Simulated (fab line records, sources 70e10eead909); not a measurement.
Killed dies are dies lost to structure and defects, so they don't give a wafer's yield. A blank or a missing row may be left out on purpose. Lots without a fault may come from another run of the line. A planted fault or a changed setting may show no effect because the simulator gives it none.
Tool commonality check | flow nand_harc | 11 lots, 33 wafers sampled

WHY IT WAS OPENED
At NHARC_A_SGD_CUT_CD_MEAS_09 the reading cd_nm is flagged on 3 of 11 lots. Wafers without a fault read 100.1 nm, standard deviation 0.5.
Rule: a lot is flagged when every wafer of it that has a number lies more than 4 standard deviations from that mean, or none has a number. The other lots count as sound.

lot  | measured     | on        | cd_nm (nm), wafer by wafer | flag
L142 | day 19 07:15 | cd_sem-02 | 100.3 100.6 100.2          |
L144 | day 20 18:02 | cd_sem-03 | 99.0 99.4 100.1            |
L146 | day 20 18:13 | cd_sem-03 | 100.1 99.4 100.0           |
L149 | day 21 08:32 | cd_sem-01 | 99.8 99.7 99.7             |
L151 | day 22 23:52 | cd_sem-03 | 100.6 100.3 100.0          |
L158 | day 25 18:05 | cd_sem-03 | 106.0 106.3 106.3          | FLAGGED
L161 | day 26 06:26 | cd_sem-01 | 105.2 105.9 105.4          | FLAGGED
L160 | day 26 06:45 | cd_sem-02 | 103.0 104.3 104.1          | FLAGGED
L163 | day 27 15:44 | cd_sem-02 | 100.9 99.8 100.8           |
L164 | day 28 05:41 | cd_sem-03 | 100.8 99.5 100.2           |
L165 | day 28 18:38 | cd_sem-03 | 100.1 100.7 100.0          |
The numbers of the flagged lots are 105.2 nm on average: +5.1 nm against the usual, or +10 standard deviations.

WHICH TOOL RAN EACH LOT
The record holds 3 process steps before the reading, out of a route of 1302 steps. In each cell: the tool, then ch and the chambers that the sampled wafers went through, then the start.
lot  | flag    | NHARC_A_STAIRCASE_CMP_450     | NHARC_A_STAIRCASE_STRIP_475                   | NHARC_A_SGD_CUT_EXPOSE_06
L142 |         | cmp-01 ch 0,3, day 19 04:41   | rie_diel-10 ch 0,2, day 19 07:07 or earlier   | arfi_scanner-02 ch 0, day 19 07:07
L144 |         | cmp-04 ch 0,1,2, day 20 14:35 | rie_diel-10 ch 0,3, day 20 17:53 or earlier   | arfi_scanner-01 ch 0, day 20 17:53
L146 |         | cmp-03 ch 1,2,3, day 20 14:46 | rie_diel-10 ch 0,1,2, day 20 18:05 or earlier | arfi_scanner-02 ch 0, day 20 18:05
L149 |         | cmp-03 ch 0,1,2, day 21 05:58 | rie_diel-12 ch 0,2,3, day 21 08:24 or earlier | arfi_scanner-02 ch 0, day 21 08:24
L151 |         | cmp-01 ch 1,2,3, day 22 21:12 | rie_diel-06 ch 1,2,3, day 22 23:44 or earlier | arfi_scanner-01 ch 0, day 22 23:44
L158 | FLAGGED | cmp-03 ch 0,2,3, day 25 15:29 | rie_diel-10 ch 1,2,3, day 25 17:56 or earlier | arfi_scanner-02 ch 0, day 25 17:56
L161 | FLAGGED | cmp-03 ch 0,1, day 26 03:56   | rie_diel-12 ch 0,2,3, day 26 06:17 or earlier | arfi_scanner-02 ch 0, day 26 06:17
L160 | FLAGGED | cmp-03 ch 1,2, day 26 04:13   | rie_diel-06 ch 1,2, day 26 05:22              | arfi_scanner-02 ch 0, day 26 06:37
L163 |         | cmp-04 ch 1,2,3, day 27 12:53 | rie_diel-06 ch 0,1,3, day 27 14:04            | arfi_scanner-01 ch 0, day 27 15:35
L164 |         | cmp-04 ch 0,2,3, day 28 03:08 | rie_diel-10 ch 0,1,3, day 28 05:34 or earlier | arfi_scanner-03 ch 0, day 28 05:34
L165 |         | cmp-03 ch 1,2,3, day 28 16:01 | rie_diel-12 ch 0,1, day 28 18:29 or earlier   | arfi_scanner-01 ch 0, day 28 18:29
What these steps do:
- NHARC_A_STAIRCASE_CMP_450: polishes SiO2, target thk 200 nm.
- NHARC_A_STAIRCASE_STRIP_475: strips in O2, time 20 s.
- NHARC_A_SGD_CUT_EXPOSE_06: exposes mask SGD.
- NHARC_A_SGD_CUT_CD_MEAS_09: target cd 100 nm.

FLAGGED OVER TOTAL, TOOL BY TOOL (the gauges that took the reading come last)
step                        | tool            | lots run | flagged | share of the flagged lots | sound lots run after its first flagged lot
NHARC_A_STAIRCASE_CMP_450   | cmp-01          | 2        | 0       | none                      | -
NHARC_A_STAIRCASE_CMP_450   | cmp-03          | 6        | 3       | all                       | 1 (L165)
NHARC_A_STAIRCASE_CMP_450   | cmp-04          | 3        | 0       | none                      | -
NHARC_A_STAIRCASE_STRIP_475 | rie_diel-06     | 3        | 1       | some                      | 1 (L163)
NHARC_A_STAIRCASE_STRIP_475 | rie_diel-10     | 5        | 1       | some                      | 1 (L164)
NHARC_A_STAIRCASE_STRIP_475 | rie_diel-12     | 3        | 1       | some                      | 1 (L165)
NHARC_A_SGD_CUT_EXPOSE_06   | arfi_scanner-01 | 4        | 0       | none                      | -
NHARC_A_SGD_CUT_EXPOSE_06   | arfi_scanner-02 | 6        | 3       | all                       | 0
NHARC_A_SGD_CUT_EXPOSE_06   | arfi_scanner-03 | 1        | 0       | none                      | -
NHARC_A_SGD_CUT_CD_MEAS_09  | cd_sem-01       | 2        | 1       | some                      | 0
NHARC_A_SGD_CUT_CD_MEAS_09  | cd_sem-02       | 3        | 1       | some                      | 1 (L163)
NHARC_A_SGD_CUT_CD_MEAS_09  | cd_sem-03       | 6        | 1       | some                      | 2 (L164,L165)
NHARC_A_STAIRCASE_STRIP_475 gives no start for some lots, so the hours and the order of its lots are those of NHARC_A_SGD_CUT_EXPOSE_06.

WHAT THE TABLE ALLOWS
2 rows of the table ran every flagged lot: cmp-03 at NHARC_A_STAIRCASE_CMP_450, arfi_scanner-02 at NHARC_A_SGD_CUT_EXPOSE_06.
- cmp-03 at NHARC_A_STAIRCASE_CMP_450: 3 of its 6 lots flagged. Sound lots ran on it after the first flagged one (L165), which a lasting fault on the whole tool wouldn't allow.
- arfi_scanner-02 at NHARC_A_SGD_CUT_EXPOSE_06: 3 of its 6 lots flagged. Its last sound lot is L149 (day 21 08:24), its first flagged lot L158 (day 25 17:56): a fault that began between those two fits. Its own readings lie more than 4 standard deviations out on every wafer of the flagged lots: exposure_dose_mJ_cm2.
One tool is left: arfi_scanner-02 at NHARC_A_SGD_CUT_EXPOSE_06.

WHAT THE SIMULATOR HAD PUT IN
Process parameter drift: arfi_scanner-02, from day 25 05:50 on, at NHARC_A_SGD_CUT_EXPOSE_06. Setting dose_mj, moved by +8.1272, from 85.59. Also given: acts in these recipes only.
Lots struck among those shown: L158, L161, L160. The rule above found the same.
